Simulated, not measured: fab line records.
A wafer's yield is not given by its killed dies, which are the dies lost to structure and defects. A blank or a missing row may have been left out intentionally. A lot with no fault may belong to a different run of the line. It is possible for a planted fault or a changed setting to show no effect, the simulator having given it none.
fab line records	flow n5Finfet
record: lots: 7	wafers: 21	lastDay: 17
route steps=1938 shown BEOL_M7@1314 PASSIVATION@1936
lots with no fault: from the same line, run without faults
startH: hours from the record's first day to the start of the lot's first wafer shown	waitH: how many hours have passed since the lot's step before this one	" same as the row above	L1.1+2: several wafers, shown together as one row	- either no value or no given start	* or withheld: withheld	< > ~ a bound
route shown NAME@n: NAME is a module with steps in the file, n the number in the route of the first one	usual: mean and standard deviation over wafers with no fault	same: alike in all rows	chamber/n: place in a boat	sites: readings site by site	_std_site: standard deviation across them	_edge_site: outer sites' mean less inner sites'	radiusMm: how far each site lies from the wafer's centre	mask NAME#n: copy n	behind: the tool/chamber that last shaped the wafer	hold: why the lot went on hold/how many hours it stayed there/how the hold came to an end	device: whichever transistor did not switch (one of n, p or np)	end of line: tests run on the same wafers once the route is complete	a step given without rows: its recipe and nothing more	killed: dies lost to structure and defects at the first sort, not the wafer's yield	map: a wafer's dies, marking killed ones x, the rest . and places with no die _
set.NAME: the setting that was run; set.NAME@STEP: the one run at that earlier step	model.NAME: the simulator's own value behind a step, which no gauge read
lots at some steps of the route; a table a step, a row a wafer
services: when a tool's chamber went out of use (startH, in hours from the record's first day, below 0 if earlier), for how many hours, and the reason
== steps ==
step: N5_BEOL_M7_PRECLEAN_42
recipe: chemistry: residueRemover	timeS: 60	tempC: 40
step: N5_BEOL_M7_SRD_43
recipe: timeS: 30	tempC: 23	rinseLiquid: diw	dry: ipaMarangoni
step: N5_BEOL_M7_CD_MEAS_35
recipe: targetCdNm: 40	polarity: opening
usual: cdNm: 40.1/0.86
lot.wafer	tool	chamber	startH	waitH	cdNm
L649.1	cdSem-02	-	241.19	0.0	40.5
L649.2	"	-	"	"	40.6
L649.3	"	-	"	"	39.0
L651.2	cdSem-02	-	247.99	0.0	40.0
L651.4	"	-	"	"	40.4
L651.6	"	-	"	"	40.4
L655.1	cdSem-01	-	268.88	0.0	40.2
L655.3	"	-	"	"	38.5
L655.4	"	-	"	"	39.4
L657.1	cdSem-03	-	275.42	0.0	40.6
L657.3	"	-	"	"	40.4
L657.5	"	-	"	"	40.1
L662.1	cdSem-02	-	310.76	0.0	39.5
L662.3	"	-	"	"	39.6
L662.6	"	-	"	"	39.3
L666.3	cdSem-01	-	332.56	0.0	40.6
L666.4	"	-	"	"	41.0
L666.5	"	-	"	"	41.2
L665.4	cdSem-01	-	334.91	0.0	38.9
L665.5	"	-	"	"	40.5
L665.6	"	-	"	"	40.5
step: N5_BEOL_M7_CURE_75
recipe: tempC: 370	timeS: 120	ambient: DMADMS/He	material: SiCOH_lowk
step: N5_BEOL_M7_DEGAS_44
recipe: ambient: vacuum	tempC: 250	timeS: 60
usual: heaterPowerW: 325/19
same: timeS: 60
lot.wafer	tool	chamber	startH	waitH	heaterPowerW
L649.1	pvdSputter-01	-	241.76	0.5	338
L649.2	"	-	"	"	307
L649.3	"	-	"	"	278
L651.2	pvdSputter-02	-	248.45	0.3	313
L651.4	"	-	"	"	352
L651.6	"	-	"	"	334
L655.1	pvdSputter-02	-	269.41	0.4	325
L655.3	"	-	"	"	334
L655.4	"	-	"	"	316
L657.1	pvdSputter-02	-	276.02	0.3	315
L657.3	"	-	"	"	313
L657.5	"	-	"	"	322
L662.1	pvdSputter-03	-	312.21	1.4	341
L662.3	"	-	"	"	332
L662.6	"	-	"	"	337
L666.3	pvdSputter-02	-	334.23	1.5	348
L666.4	"	-	"	"	318
L666.5	"	-	"	"	345
L665.4	pvdSputter-03	-	335.27	0.1	347
L665.5	"	-	"	"	343
L665.6	"	-	"	"	339
step: N5_BEOL_M7_PRE_CLEAN_45
recipe: gas: H2/He	timeS: 30	tempC: 250
usual: heaterPowerW: 326/18
same: timeS: 30
lot.wafer	tool	chamber	startH	waitH	heaterPowerW
L649.1	pvdSputter-01	-	241.80	0.0	337
L649.2	"	-	"	"	320
L649.3	"	-	"	"	284
L651.2	pvdSputter-02	-	248.49	0.0	322
L651.4	"	-	"	"	338
L651.6	"	-	"	"	358
L655.1	pvdSputter-02	-	269.45	0.0	318
L655.3	"	-	"	"	340
L655.4	"	-	"	"	315
L657.1	pvdSputter-02	-	276.06	0.0	309
L657.3	"	-	"	"	323
L657.5	"	-	"	"	317
L662.1	pvdSputter-03	-	312.26	0.0	339
L662.3	"	-	"	"	333
L662.6	"	-	"	"	334
L666.3	pvdSputter-02	-	334.27	0.0	340
L666.4	"	-	"	"	332
L666.5	"	-	"	"	347
L665.4	pvdSputter-03	-	335.31	0.0	347
L665.5	"	-	"	"	356
L665.6	"	-	"	"	341
step: N5_BEOL_M7_ALD_77
recipe: material: TaN	targetThkA: 20	tempC: 275	aldPrecursorFamily: PDMAT	aldCoReactant: NH3	pressureTorr: 3	carrierFlowSccm: 1500	pulseTimeS: 2	purgeTimeS: 3	coReactantPurgeTimeS: 2	coReactantPulseTimeS: 3	aldCycles: 40	precursorVesselTempC: 75	precursorVesselPressureTorr: 26.25	precursorVesselCarrierSccm: 1000
usual: heaterPowerW: 434/36	mfcCarrierSccm: 1501/4.7
lot.wafer	tool	chamber	startH	waitH	heaterPowerW	mfcCarrierSccm
L649.1	aldMetal-03	1	241.86	0.0	439	1507
L649.2	"	2	"	"	423	1499
L649.3	"	3	"	"	484	1506
L651.2	aldMetal-04	2	248.59	0.1	430	1496
L651.4	"	1	"	"	450	1502
L651.6	"	0	"	"	454	1495
L655.1	aldMetal-01	2	269.51	0.0	444	1506
L655.3	"	1	"	"	395	1496
L655.4	"	0	"	"	400	1506
L657.1	aldMetal-04	0	276.30	0.2	467	1498
L657.3	"	1	"	"	467	1499
L657.5	"	1	"	"	462	1502
L662.1	aldMetal-01	1	312.32	0.0	382	1498
L662.3	"	2	"	"	447	1493
L662.6	"	2	"	"	443	1499
L666.3	aldMetal-04	3	334.35	0.1	384	1504
L666.4	"	3	"	"	374	1507
L666.5	"	0	"	"	479	1498
L665.4	aldMetal-03	0	335.60	0.3	409	1498
L665.5	"	2	"	"	428	1495
L665.6	"	1	"	"	440	1500
step: N5_BEOL_M7_SURFACE_TREAT_79
recipe: gas: Ar	timeS: *	ionEnergyEv: *	ionCurrentMaCm2: 0.5	pressureMtorr: *	arFlowSccm: 30
step: N5_BEOL_M7_CVD_78
recipe: material: Co	targetThkA: 20	tempC: withheld	precursor: CCTBA/H2	pressureTorr: 30	timeS: 142.3
step: N5_BEOL_M7_SPUTTER_48
recipe: material: Cu	targetThkA: 100	tempC: -20	biasV: 60	powerW: 26000	chamberPressurePa: 0.13	timeS: 1.667
usual: cathodeDcPowerW: 25999/4.8	throttleValvePct: 29.9/1.2
same: timeS: 1.667
lot.wafer	tool	chamber	startH	waitH	cathodeDcPowerW	throttleValvePct
L649.1	pvdSputter-02	-	244.35	1.9	26001	29.2
L649.2	"	-	"	"	25998	32.4
L649.3	"	-	"	"	25995	27.6
L651.2	pvdSputter-01	-	249.44	0.2	26006	29.2
L651.4	"	-	"	"	25992	30.9
L651.6	"	-	"	"	26000	30.4
L655.1	pvdSputter-01	-	270.05	0.1	25994	28.9
L655.3	"	-	"	"	25996	29.5
L655.4	"	-	"	"	25998	30.6
L657.1	pvdSputter-03	-	277.31	0.4	26001	28.2
L657.3	"	-	"	"	25995	30.2
L657.5	"	-	"	"	25998	30.2
L662.1	pvdSputter-03	-	312.86	0.1	25998	29.9
L662.3	"	-	"	"	26001	30.2
L662.6	"	-	"	"	25993	28.3
L666.3	pvdSputter-03	-	335.05	0.1	26008	30.1
L666.4	"	-	"	"	25992	28.6
L666.5	"	-	"	"	25998	30.0
L665.4	pvdSputter-01	-	337.37	1.1	25990	29.3
L665.5	"	-	"	"	26003	29.2
L665.6	"	-	"	"	26006	30.8
step: N5_BEOL_M7_ECD_50
recipe: material: Cu	targetThkA: 3000
step: N5_BEOL_M7_ANNEAL_51
recipe: tempC: 225	timeS: 90	ambient: N2
usual: wafer_temp_C_max: 225.83/0.2
same: timeS: 90
lot.wafer	tool	chamber	startH	waitH	wafer_temp_C_max
L649.1	rtpAnneal-02	0	244.79	0.3	225.46
L649.2	"	0	"	"	225.49
L649.3	"	0	"	"	225.59
L651.2	rtpAnneal-01	0	250.32	0.7	226.03
L651.4	"	0	"	"	225.92
L651.6	"	0	"	"	225.57
L655.1	rtpAnneal-01	0	270.55	0.4	225.69
L655.3	"	0	"	"	225.96
L655.4	"	0	"	"	225.86
L657.1	rtpAnneal-01	0	277.62	0.2	226.10
L657.3	"	0	"	"	225.94
L657.5	"	0	"	"	225.85
L662.1	rtpAnneal-01	0	313.08	0.1	226.07
L662.3	"	0	"	"	225.87
L662.6	"	0	"	"	225.81
L666.3	rtpAnneal-02	0	335.52	0.3	225.47
L666.4	"	0	"	"	225.49
L666.5	"	0	"	"	225.65
L665.4	rtpAnneal-02	0	337.72	0.2	225.61
L665.5	"	0	"	"	225.79
L665.6	"	0	"	"	225.68
step: N5_BEOL_M7_CMP_52
recipe: stopOn: SiCOH_lowk	tOverpolishS: 6.9	downForcePsi: 1	platenRpm: 50	clearingPlatenDownForcePsi: 1.5	clearingPlatenRpm: 50	postCmpClean: cuAlkaline	targetThkNm: 80	clearingPlatenPadVelocityMS: 0.99484	padVelocityMS: 0.99484
usual: barrierFieldEndpointS: 28.9/0.72	motorCurrentA: 6.3/0.6	overpolishRunS: 6.899/0.0094	platenRpm: 50.00/0.035	slurryFilterDpKPa: 13.48/0.14	timeToEndpointS: 62/3
lot.wafer	tool	chamber	startH	waitH	barrierFieldEndpointS	motorCurrentA	overpolishRunS	platenRpm	slurryFilterDpKPa	timeToEndpointS
L649.1	cmp-04	3	245.10	0.3	28.8	6.7	6.897	50.00	13.42	59
L649.3	"	1	"	"	28.9	6.4	6.893	49.97	13.30	61
L649.2	"	2	"	"	28.7	7.4	6.911	49.95	13.76	61
L651.4	cmp-04	1	250.58	0.1	29.3	6.3	6.903	50.02	13.51	63
L651.2	"	2	"	"	16.5	7.6	6.896	49.94	13.45	35
L651.6	"	2	"	"	16.1	7.4	6.905	49.96	13.44	36
L655.3	cmp-04	0	270.87	0.2	29.3	5.6	6.904	50.04	13.60	61
L655.1	"	2	"	"	16.2	7.3	6.891	50.03	13.42	34
L655.4	"	3	"	"	30.1	6.6	6.907	50.03	13.45	57
L657.1	cmp-04	2	277.97	0.3	16.1	7.5	6.896	50.04	13.63	33
L657.3	"	3	"	"	27.8	7.0	6.885	50.07	13.30	59
L657.5	"	2	"	"	16.3	7.4	6.897	50.01	13.38	35
L662.1	cmp-01	1	313.42	0.3	30.1	6.3	6.901	49.99	13.42	64
L662.3	"	2	"	"	28.8	6.1	6.898	49.97	13.32	64
L662.6	"	0	"	"	29.5	5.4	6.901	49.96	13.70	65
L666.4	cmp-04	1	335.80	0.2	27.2	6.6	6.912	50.01	13.85	56
L666.3	"	2	"	"	27.8	7.3	6.891	49.96	13.52	60
L666.5	"	3	"	"	28.1	7.0	6.895	50.02	13.55	58
L665.4	cmp-03	3	337.88	0.1	29.2	6.5	6.911	50.00	13.16	68
L665.5	"	3	"	"	29.0	6.5	6.883	50.03	13.70	69
L665.6	"	0	"	"	29.2	6.3	6.901	49.94	13.33	66
step: N5_PASSIVATION_PROBE_49
usual: defectLimitedYield: 91.4/1.6	killed_at_M0_to_M3: 35/10	killed_at_M4_up: 12/4.7	killedAtContacts: 12/5.8	killedAtFrontEnd: 38/12	killedAtOther: 4/3.2	killedDies: 102/18	killedOpen: 68/14	killedShort: 32/8	sort_bin_5_function: 5.1/0.96	sort_bin_6_memory: 3.2/0.77	sortNPass: 1078/20	sortYieldPct: 91.3/1.7
same: grossDies: 1180	killedAtBackSide: 0	sort_bin_4_leakage[%]: 0	sort_bin_8_speed[%]: 0
lot.wafer	tool	chamber	startH	waitH	defectLimitedYield[%]	killed_at_M0_to_M3	killed_at_M4_up	killedAtContacts	killedAtFrontEnd	killedAtOther	killedDies	killedOpen	killedShort	sort_bin_5_function[%]	sort_bin_6_memory[%]	sortNPass	sortYieldPct[%]
L649.1	prober-02	-	319.68	0.0	94.1	25	8	7	25	5	70	41	20	3.0	2.2	1110	94.1
L649.2	prober-02	-	319.73	0.1	91.9	41	19	8	27	1	96	62	34	5.0	3.0	1084	91.9
L649.3	prober-02	-	319.78	0.1	93.5	45	10	5	12	5	77	45	31	4.2	2.4	1103	93.5
L651.2	prober-02	-	325.64	0.1	87.6	40	6	30	69	1	146	100	46	8.1	3.7	1034	87.6
L651.4	prober-02	-	325.74	0.2	92.1	33	11	7	38	4	93	62	31	4.7	2.9	1087	92.1
L651.6	prober-02	-	325.84	0.3	90.7	47	13	12	33	5	110	73	37	5.3	3.8	1070	90.7
L662.1	prober-02	-	391.05	0.6	91.8	31	10	6	44	6	97	61	35	4.8	2.9	1083	91.8
L662.3	prober-02	-	391.15	0.7	92.5	38	9	14	27	0	88	62	24	4.0	3.3	1092	92.5
L662.6	prober-02	-	391.30	0.9	90.2	37	15	9	47	8	116	78	35	6.0	3.6	1064	90.2
killed by level:class
L649.1 HKMG_FIN:areaEtch=8 STI_FIN_REVEAL:geometricParticle:open=5 MOL_CONTACT_COAG:geometricParticle:open=5 BEOL_M3:geometricParticle:open=5 BEOL_M0_SAQP:geometricParticle:short=4 BEOL_M0_SAQP:geometricParticle:open=4 BEOL_M0:geometricParticle:open=3 BEOL_M1:geometricParticle:open=3
L649.2 BEOL_M0_SAQP:geometricParticle:short=13 BEOL_M4:geometricParticle:open=12 BEOL_M3:geometricParticle:open=10 MOL_CONTACT_COAG:geometricParticle:open=6 DUMMY_GATE:geometricParticle:open=5 BEOL_M0_SAQP:geometricParticle:open=5 BEOL_M0:geometricParticle:open=5 GATE_CUT:geometricParticle:short=4
L649.3 BEOL_M0_SAQP:geometricParticle:short=11 BEOL_M0_SAQP:geometricParticle:open=10 BEOL_M1:geometricParticle:open=7 BEOL_M2:geometricParticle:open=5 BEOL_M4:geometricParticle:open=4 MOL_CONTACT_COAG:geometricParticle:open=3 BEOL_M2:geometricParticle:short=3 STARTING-WAFER:geometricParticle:short=3
L651.2 STI_FIN_REVEAL:geometricParticle:open=28 MOL_CONTACT_COAG:geometricParticle:open=26 BEOL_M0_SAQP:geometricParticle:short=12 FIN_SAQP:geometricParticle:short=10 FIN_SAQP:geometricParticle:open=9 BEOL_M0_SAQP:geometricParticle:open=9 BEOL_M3:geometricParticle:open=8 STI_FIN_REVEAL:geometricParticle:short=6
L651.4 STI_FIN_REVEAL:geometricParticle:open=14 BEOL_M0_SAQP:geometricParticle:short=10 BEOL_M3:geometricParticle:open=8 BEOL_M0_SAQP:geometricParticle:open=7 FIN_SAQP:geometricParticle:short=6 MOL_CONTACT_COAG:geometricParticle:open=6 BEOL_M2:geometricParticle:open=5 BEOL_M4:geometricParticle:open=4
L651.6 BEOL_M0_SAQP:geometricParticle:open=16 BEOL_M0_SAQP:geometricParticle:short=15 STI_FIN_REVEAL:geometricParticle:open=13 MOL_CONTACT_COAG:geometricParticle:open=8 BEOL_M3:geometricParticle:open=8 STARTING-WAFER:geometricParticle:open=5 FIN_SAQP:geometricParticle:open=4 MOL_CONTACT_COAG:geometricParticle:short=4
L662.1 FIN_SAQP:geometricParticle:open=10 FIN_SAQP:geometricParticle:short=10 BEOL_M3:geometricParticle:open=8 DUMMY_GATE:geometricParticle:open=7 BEOL_M0_SAQP:geometricParticle:short=7 BEOL_M0_SAQP:geometricParticle:open=6 MOL_CONTACT_COAG:geometricParticle:open=5 STI_FIN_REVEAL:geometricParticle:open=4
L662.3 MOL_CONTACT_COAG:geometricParticle:open=12 BEOL_M2:geometricParticle:open=9 BEOL_M3:geometricParticle:open=8 DUMMY_GATE:geometricParticle:open=6 FIN_SAQP:geometricParticle:short=5 BEOL_M0_SAQP:geometricParticle:open=5 STI_FIN_REVEAL:geometricParticle:open=4 BEOL_M0_SAQP:geometricParticle:short=4
L662.6 BEOL_M0_SAQP:geometricParticle:short=13 DUMMY_GATE:geometricParticle:open=9 MOL_CONTACT_COAG:geometricParticle:open=9 FIN_SAQP:geometricParticle:short=7 STI_FIN_REVEAL:geometricParticle:open=7 BEOL_M0_SAQP:geometricParticle:open=7 FIN_SAQP:geometricParticle:open=6 BEOL_M1:geometricParticle:open=6
== services ==
tool	chamber	startH	hours	kind
cmp-03	-	238.49	1.3	repair
cmp-03	-	245.04	4.0	pm
cmp-03	-	249.04	-	consumableReplace:conditioner
cmp-03	-	249.04	-	consumableReplace:pad
aldMetal-04	-	249.82	6.0	pm
cmp-04	-	253.65	0.9	repair
aldMetal-03	-	268.61	2.8	pm
aldMetal-04	2	305.68	30.8	repair
cmp-04	-	310.99	4.0	pm
cmp-04	-	314.99	-	consumableReplace:conditioner
cmp-04	-	314.99	-	consumableReplace:pad
aldMetal-04	3	336.47	2.8	repair
aldMetal-04	-	337.25	14.0	pm
aldMetal-04	0	337.25	14.0	ventCycle
aldMetal-04	1	337.25	14.0	ventCycle
aldMetal-04	2	337.25	14.0	ventCycle
== key ==
firstSign: step: N5_BEOL_M7_CMP_52	reading: barrierFieldEndpointS	direction: down	sigmas: 18	usual: 28.9	struck: 16.3
effect: step: N5_BEOL_M7_CMP_52	reading: timeToEndpointS	direction: down	sigmas: 9.2	usual: *	struck: *
metAt N5_BEOL_M7_CMP_52
struckWafers L651.2,L651.6,L655.1,L657.1,L657.5
baselineLoss: step: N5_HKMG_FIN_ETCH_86	wafers: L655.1
onsetBetween 245.10 250.58
fault: kind: processParameterDrift	tool: cmp-04	chamber: 2	onsetH: 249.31	steps: N5_BEOL_M7_CMP_52	channel: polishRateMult	offset: 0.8	shape: step	endH: 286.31
baselineLoss: these wafers lose ten dies or more at that step, a loss of the line's own and not of a fault; the sort's usual values leave them out
